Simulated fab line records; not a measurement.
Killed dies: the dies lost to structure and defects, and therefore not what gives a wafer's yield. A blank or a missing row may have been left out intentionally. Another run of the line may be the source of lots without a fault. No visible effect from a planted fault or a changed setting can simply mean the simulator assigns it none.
fab line records -- flow n5-finfet
record lots=5, wafers=13, last-day=19
route steps=1938 shown BEOL_M12@1605 PASSIVATION@1936
lots that met no fault: taken from a fault-free run of the same line
start-h: the number of hours between the record's first day and the start of the first shown wafer of the lot -- wait-h: how many hours have passed since the lot's step before this one -- " unchanged from the row above -- L1.1+2: a row that stands for several wafers -- - value missing, or start not given -- * or withheld: withheld -- < > ~ a bound
route shown NAME@n: a module of which the file shows steps, and the number in the route of the first -- usual: mean and standard deviation over wafers with no fault -- same: alike in all rows -- chamber/n: place in a boat -- sites: each site's reading -- _std_site: their standard deviation -- _edge_site: mean of outer sites minus mean of inner sites -- radius-mm: for every site, how far away it sits from the centre of the wafer -- mask NAME#n: copy n -- behind: the last tool/chamber to shape the wafer -- hold: cause of the lot's hold/its duration in hours/its outcome -- device: the n, p or np transistor that did not switch -- end of line: the tests these same wafers got at the end of their route -- where a step has no rows: the recipe by itself -- killed: not the wafer's yield, but the dies lost to structure and defects at the first sort -- map: the dies of a wafer, with x for killed, . for not killed, _ for no die there
set.NAME: setting as actually run; set.NAME@STEP: the setting as run at that earlier step -- model.NAME: the simulator's own value behind a step, which no gauge read
certain route steps with their lots: each step a table, each wafer a row
services: the hour from which a tool's chamber was out of use, counted from the record's first day as start-h (under 0 if before that day), plus the number of hours and why
## steps
# step N5_BEOL_M12_COAT_04
# recipe spin-rpm=1625, resist-thk-nm=400
# step N5_BEOL_M12_EBR_06
# recipe solvent=PGMEA, ebr-width-mm=1.5
# step N5_BEOL_M12_SOFTBAKE_05
# recipe temp-c=130, time-s=60
# step N5_BEOL_M12_EXPOSE_07
# recipe mask-id=V11, na=0.93, source-shape=conventional, sigma-outer=0.6, polarization=unpolarized, attpsm-phase-deg=180, dose-mj=32.5
# step N5_BEOL_M12_PEB_08
# recipe peb-temp-c=130, peb-time-s=90
# step N5_BEOL_M12_DEVELOP_09
# recipe develop-time-s=45, rinse-liquid=diw, dry=air-spin, dev-temp-c=21
# step N5_BEOL_M12_HARDBAKE_14
# recipe temp-c=130, time-s=120
# step N5_BEOL_M12_CD_MEAS_10
# recipe target-cd-nm=140, landing-energy-ev=500, detector=se-inlens, polarity=opening
# usual cd-nm=140.4/2
# same landing-energy-ev=500
lot.wafer,tool,chamber,start-h,wait-h,cd-nm
L634.1,cd-sem-01,0,282.61,-,140.9
L634.2,cd-sem-01,0,282.61,-,137.6
L634.6,cd-sem-01,0,282.61,-,140.4
L637.1,cd-sem-03,0,292.78,-,145.9
L637.2,cd-sem-03,0,292.78,-,141.2
L637.4,cd-sem-03,0,292.78,-,140.7
L644.1,cd-sem-02,0,343.25,-,139.5
L644.4,cd-sem-02,0,343.25,-,143.6
L649.1,cd-sem-03,0,403.60,-,137.7
L649.5,cd-sem-03,0,403.60,-,140.4
L649.6,cd-sem-03,0,403.60,-,140.5
L651.5,cd-sem-01,0,405.01,-,139.7
L651.6,cd-sem-01,0,405.01,-,141.4
# step N5_BEOL_M12_OVL_MEAS_11
# recipe points-per-wafer=44
# usual V11_OVL=2/5.5
lot.wafer,tool,chamber,start-h,wait-h,V11_OVL[nm]
L634.1,overlay-01,0,282.65,0.0,-5
L634.2,overlay-01,0,282.65,0.0,-15
L634.6,overlay-01,0,282.65,0.0,-5
L637.1,overlay-01,0,292.81,0.0,-1
L637.2,overlay-01,0,292.81,0.0,1
L637.4,overlay-01,0,292.81,0.0,-2
L644.1,overlay-02,0,343.28,0.0,-6
L644.4,overlay-02,0,343.28,0.0,1
L649.1,overlay-02,0,403.63,0.0,6
L649.5,overlay-02,0,403.63,0.0,7
L649.6,overlay-02,0,403.63,0.0,6
L651.5,overlay-01,0,405.04,0.0,8
L651.6,overlay-01,0,405.04,0.0,13
# step N5_BEOL_M12_INSPECT_12
# recipe mode=adi, inspect-instrument=macro
# usual raw-defect-count=2/1.3
lot.wafer,tool,chamber,start-h,wait-h,raw-defect-count
L634.1,defect-inspect-02,-,282.67,0.0,1
L634.2,defect-inspect-02,-,282.67,0.0,2
L634.6,defect-inspect-02,-,282.67,0.0,4
L637.1,defect-inspect-02,-,292.83,0.0,2
L637.2,defect-inspect-02,-,292.83,0.0,1
L637.4,defect-inspect-02,-,292.83,0.0,3
L644.1,defect-inspect-02,-,343.30,0.0,2
L644.4,defect-inspect-02,-,343.30,0.0,3
L649.1,defect-inspect-02,-,403.65,0.0,4
L649.5,defect-inspect-02,-,403.65,0.0,5
L649.6,defect-inspect-02,-,403.65,0.0,2
L651.5,defect-inspect-02,-,405.06,0.0,4
L651.6,defect-inspect-02,-,405.06,0.0,3
# step N5_BEOL_M12_DESCUM_15
# recipe chemistry=O2, time-s=7.9, source-power-w=50, bias-power-w=20, pressure-mtorr=20, rf-frequency-hz=2.712e+07, temp-c=40, o2-flow-sccm=225
# usual drypump-motor-current-A=5.6/0.46, oes-product-au=0.79/0.078, rf-vpp-V=243.4/1.5, showerhead-plenum-p-Torr=2.10/0.078, throttle-valve-pct=20.42/0.25
# same time-s=7.9
lot.wafer,tool,chamber,start-h,wait-h,drypump-motor-current-A,oes-product-au,rf-hours-counter-h,rf-vpp-V,showerhead-plenum-p-Torr,throttle-valve-pct
L634.1,rie-diel-06,1,282.70,0.0,5.8,0.74,177,242.2,2.00,20.54
L634.2,rie-diel-06,3,282.70,0.0,6.0,0.75,159,244.3,2.20,20.76
L634.6,rie-diel-06,0,282.70,0.0,5.8,0.87,-,245.6,2.20,20.37
L637.1,rie-diel-05,0,292.87,0.0,6.4,0.71,210,240.2,1.98,20.42
L637.2,rie-diel-05,2,292.87,0.0,5.2,0.87,49,245.6,2.21,20.00
L637.4,rie-diel-05,3,292.87,0.0,5.5,0.93,10,244.5,2.14,20.38
L644.1,rie-diel-06,3,343.34,0.0,6.0,0.74,180,245.0,2.19,20.81
L644.4,rie-diel-06,0,343.34,0.0,5.8,0.84,87,244.8,2.19,20.40
L649.1,rie-diel-04,3,403.69,0.0,5.7,0.70,237,241.3,1.97,20.72
L649.5,rie-diel-04,2,403.69,0.0,5.8,0.73,-,243.1,2.10,20.68
L649.6,rie-diel-04,1,403.69,0.0,5.9,0.68,-,243.5,2.13,20.23
L651.5,rie-diel-04,0,405.23,0.2,4.8,0.75,-,243.4,2.08,20.27
L651.6,rie-diel-04,3,405.23,0.2,5.8,0.69,-,240.4,1.97,20.70
# step N5_BEOL_M12_ETCH_59
# recipe chemistry=N2/H2, target=BARC, target-depth-a=890, overetch-a=267, time-s=67.9, ion-energy-ev=200, pressure-mtorr=30, source-w=840, bias-w=150, n2-flow-sccm=200, h2-flow-sccm=200
# usual bias-w=150.0/0.49, drypump-motor-current-A=5.6/0.46, n2-flow-sccm=200.1/0.67, oes-product-au=0.67/0.061, rf-vpp-V=524.1/2.7, showerhead-plenum-p-Torr=2.55/0.095, throttle-valve-pct=17.85/0.26
# same time-s=67.9
lot.wafer,tool,chamber,start-h,wait-h,bias-w,drypump-motor-current-A,n2-flow-sccm,oes-product-au,rf-hours-counter-h,rf-vpp-V,showerhead-plenum-p-Torr,throttle-valve-pct
L634.1,rie-diel-06,1,282.74,0.0,150.1,5.8,201.8,0.63,177,521.3,2.43,17.96
L634.2,rie-diel-06,3,282.74,0.0,150.1,6.0,199.0,0.63,159,527.2,2.66,17.99
L634.6,rie-diel-06,0,282.74,0.0,150.0,5.9,200.7,0.73,-,526.6,2.70,18.04
L637.1,rie-diel-05,0,292.90,0.0,150.5,6.4,200.8,0.62,210,520.1,2.42,17.90
L637.2,rie-diel-05,2,292.90,0.0,150.2,5.2,199.6,0.74,49,528.8,2.67,17.31
L637.4,rie-diel-05,3,292.90,0.0,150.9,5.6,200.0,0.77,10,525.8,2.58,17.64
L644.1,rie-diel-06,3,343.37,0.0,149.7,6.0,199.9,0.63,180,526.2,2.65,18.03
L644.4,rie-diel-06,0,343.37,0.0,150.0,5.8,200.8,0.71,87,529.7,2.69,18.08
L649.1,rie-diel-04,3,403.72,0.0,149.9,5.8,200.9,0.61,237,520.4,2.39,18.07
L649.5,rie-diel-04,2,403.72,0.0,150.1,5.8,200.1,0.63,-,523.8,2.55,18.23
L649.6,rie-diel-04,1,403.72,0.0,149.8,5.9,199.2,0.58,-,526.5,2.60,17.80
L651.5,rie-diel-04,0,405.28,0.0,149.8,4.7,199.6,0.64,-,523.8,2.52,17.82
L651.6,rie-diel-04,3,405.28,0.0,149.2,5.8,200.4,0.61,-,520.0,2.39,18.06
# step N5_BEOL_M12_VIA_ETCH_16
# recipe chemistry=C4F8/O2/Ar, target=SiOC, pressure-mtorr=30, source-w=3000, bias-w=700, Ar_flow_sccm=400, C4F8_flow_sccm=15, O2_flow_sccm=8, he-inner-torr=15, he-outer-torr=30, target-depth-a=7248, time-s=withheld, ion-energy-ev=250, ends=cleared
# usual bias-w=700.3/2.2, drypump-motor-current-A=5.6/0.46, he-inner-torr=15.00/0.032, oes-product-au=0.71/0.07, rf-vpp-V=666/3.3, showerhead-plenum-p-Torr=3.42/0.11, throttle-valve-pct=24.17/0.28
lot.wafer,tool,chamber,start-h,wait-h,bias-w,drypump-motor-current-A,he-inner-torr,oes-product-au,rf-vpp-V,showerhead-plenum-p-Torr,throttle-valve-pct
L634.1,rie-diel-06,1,282.79,0.0,700.2,5.8,15.01,0.67,661,3.29,24.33
L634.2,rie-diel-06,3,282.79,0.0,701.0,6.0,14.98,0.68,669,3.54,24.33
L634.6,rie-diel-06,0,282.79,0.0,697.2,5.8,14.97,0.78,670,3.61,24.35
L637.1,rie-diel-05,0,292.95,0.0,699.8,6.4,14.98,0.64,662,3.26,24.23
L637.2,rie-diel-05,2,292.95,0.0,698.1,5.2,15.01,0.78,672,3.58,23.73
L637.4,rie-diel-05,3,292.95,0.0,698.0,5.5,14.95,0.83,667,3.46,24.03
L644.1,rie-diel-06,3,343.43,0.0,699.2,6.0,14.97,0.66,669,3.53,24.36
L644.4,rie-diel-06,0,343.43,0.0,702.3,5.8,15.02,1.03,671,3.60,24.44
L649.1,rie-diel-04,3,403.77,0.0,697.4,5.8,15.02,0.64,659,3.24,24.47
L649.5,rie-diel-04,2,403.77,0.0,698.6,5.8,15.03,0.66,666,3.42,24.45
L649.6,rie-diel-04,1,403.77,0.0,697.3,5.9,14.94,0.61,668,3.48,23.95
L651.5,rie-diel-04,0,405.39,0.1,702.3,4.7,15.04,0.67,665,3.41,24.12
L651.6,rie-diel-04,3,405.39,0.1,700.8,5.8,14.98,0.63,659,3.24,24.46
# step N5_BEOL_M12_STRIP_63
# recipe chemistry=N2/H2, power-w=1000, temp-c=250, h2-frac=0.65, overash-fraction=0.3, pressure-mtorr=1000, n2-flow-sccm=1750, h2-flow-sccm=3250
# usual drypump-motor-current-A=6.19/0.22, heater-power-w=353/33, n2-flow-sccm=1750/5.6, oes-product-au=0.692/0.0047, strip-time-to-endpoint-s=42.5/0.85
lot.wafer,tool,chamber,start-h,wait-h,drypump-motor-current-A,heater-power-w,n2-flow-sccm,oes-product-au,rf-hours-counter-h,strip-time-to-endpoint-s
L634.1,plasma-asher-01,1,282.99,-,6.12,357,1748,0.702,74,43.7
L634.2,plasma-asher-01,0,282.99,-,6.12,372,1747,0.695,74,44.1
L634.6,plasma-asher-01,1,282.99,-,6.13,357,1739,0.691,-,41.7
L637.1,plasma-asher-02,0,293.15,-,5.97,301,1754,0.688,139,44.4
L637.2,plasma-asher-02,1,293.15,-,6.54,387,1769,0.693,139,43.7
L637.4,plasma-asher-02,0,293.15,-,5.98,309,1750,0.689,-,42.1
L644.1,plasma-asher-02,0,343.63,-,5.97,301,1752,0.688,150,42.1
L644.4,plasma-asher-02,1,343.63,-,6.56,401,1758,0.681,-,41.9
L649.1,plasma-asher-01,1,403.97,-,6.10,362,1751,0.694,97,41.8
L649.5,plasma-asher-01,1,403.97,-,6.11,364,1751,0.686,-,41.4
L649.6,plasma-asher-01,0,403.97,-,6.11,357,1747,0.693,-,41.8
L651.5,plasma-asher-02,0,405.54,-,5.98,306,1751,0.694,-,42.6
L651.6,plasma-asher-02,1,405.54,-,6.54,391,1743,0.690,-,42.2
# step N5_PASSIVATION_PROBE_49
# usual defect-limited-yield=91.0/1.6, killed_at_M0_to_M3=35/11, killed_at_M4_up=14/5.3, killed-at-contacts=13/6.7, killed-at-front-end=41/12, killed-at-other=3.9/2.7, killed-dies=106/19, killed-open=70/14, killed-short=35/8.8, sort_bin_5_function=5.3/1, sort_bin_6_memory=3.3/0.81, sort-n-pass=1073/19, sort-yield-pct=91.0/1.6
# same gross-dies=1180, killed-at-back-side=0, sort_bin_4_leakage[%]=0, sort_bin_8_speed[%]=0
lot.wafer,tool,chamber,start-h,wait-h,defect-limited-yield[%],killed_at_M0_to_M3,killed_at_M4_up,killed-at-contacts,killed-at-front-end,killed-at-other,killed-dies,killed-open,killed-short,sort_bin_5_function[%],sort_bin_6_memory[%],sort-n-pass,sort-yield-pct[%]
L634.1,prober-01,-,323.98,0.0,91.5,32,9,3,55,1,100,66,33,4.9,3.3,1080,91.5
L634.2,prober-01,-,324.03,0.1,91.9,22,13,7,48,6,96,62,33,5.1,2.7,1084,91.9
L634.6,prober-01,-,324.23,0.3,89.7,43,6,23,45,5,122,72,50,5.8,3.9,1058,89.7
L644.1,prober-01,-,387.68,0.0,90.4,40,17,16,35,5,113,63,48,5.9,3.2,1067,90.4
L644.4,prober-01,-,387.83,0.2,90.4,41,16,15,29,12,113,83,29,5.3,4.1,1067,90.4
# killed by level:class
L634.1 STI_FIN_REVEAL:geometric-particle:open=15 BEOL_M0_SAQP:geometric-particle:short=9 BEOL_M0_SAQP:geometric-particle:open=8 FIN_SAQP:geometric-particle:open=7 BEOL_M3:geometric-particle:open=7 STI_FIN_REVEAL:geometric-particle:short=6 STARTING-WAFER:geometric-particle:open=5 FIN_SAQP:geometric-particle:short=4
L634.2 STI_FIN_REVEAL:geometric-particle:open=14 BEOL_M0_SAQP:geometric-particle:short=10 FIN_SAQP:geometric-particle:open=9 FIN_SAQP:geometric-particle:short=8 DUMMY_GATE:geometric-particle:open=7 MOL_CONTACT_COAG:geometric-particle:open=7 BEOL_M5:geometric-particle:open=6 BEOL_M0_SAQP:geometric-particle:open=4
L634.6 MOL_CONTACT_COAG:geometric-particle:open=14 BEOL_M0_SAQP:geometric-particle:short=14 FIN_SAQP:geometric-particle:open=9 MOL_CONTACT_COAG:geometric-particle:short=9 BEOL_M2:geometric-particle:open=9 FIN_SAQP:geometric-particle:short=8 STI_FIN_REVEAL:geometric-particle:open=7 STARTING-WAFER:geometric-particle:open=6
L644.1 MOL_CONTACT_COAG:geometric-particle:open=10 BEOL_M0_SAQP:geometric-particle:open=10 FIN_SAQP:geometric-particle:short=8 FIN_SAQP:geometric-particle:open=8 BEOL_M0_SAQP:geometric-particle:short=7 MOL_CONTACT_COAG:geometric-particle:short=6 BEOL_M3:geometric-particle:open=6 BEOL_M1:geometric-particle:short=5
L644.4 MOL_CONTACT_COAG:geometric-particle:open=14 BEOL_M0_SAQP:geometric-particle:open=10 BEOL_M1:geometric-particle:open=9 BEOL_M0_SAQP:geometric-particle:short=8 BEOL_M4:geometric-particle:open=6 FIN_SAQP:geometric-particle:open=5 STI_FIN_REVEAL:geometric-particle:open=5 FIN_SAQP:geometric-particle:short=4
## services
tool,chamber,start-h,hours,kind
plasma-asher-02,-,268.40,0.4,repair
rie-diel-04,3,270.27,1.4,repair
rie-diel-05,1,276.52,6.8,repair
rie-diel-05,2,314.84,9.9,repair
rie-diel-04,-,349.59,0.2,repair
plasma-asher-01,-,350.58,0.3,repair
rie-diel-04,1,363.68,6.5,repair
rie-diel-05,3,386.33,11.0,repair
rie-diel-06,3,389.38,10.4,repair
rie-diel-04,1,404.29,-,clean
rie-diel-04,1,404.29,-,consumable-replace:focus-ring
rie-diel-04,1,404.29,22.2,scheduled-down
rie-diel-04,1,404.29,22.2,vent-cycle
## key
first-sign step=N5_BEOL_M12_VIA_ETCH_16, reading=oes-product-au, direction=up, sigmas=4.6, usual=0.71, struck=1.03
effect none on later readings
met-at N5_BEOL_M12_VIA_ETCH_16
struck-wafers L644.4
onset-between 282.79 343.43
fault kind=process-parameter-drift, tool=rie-diel-06, chamber=-, onset-h=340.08, steps=N5_BEOL_M12_VIA_ETCH_16, channel=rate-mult, offset=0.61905, shape=step, end-h=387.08, scope=struck-wafers-only
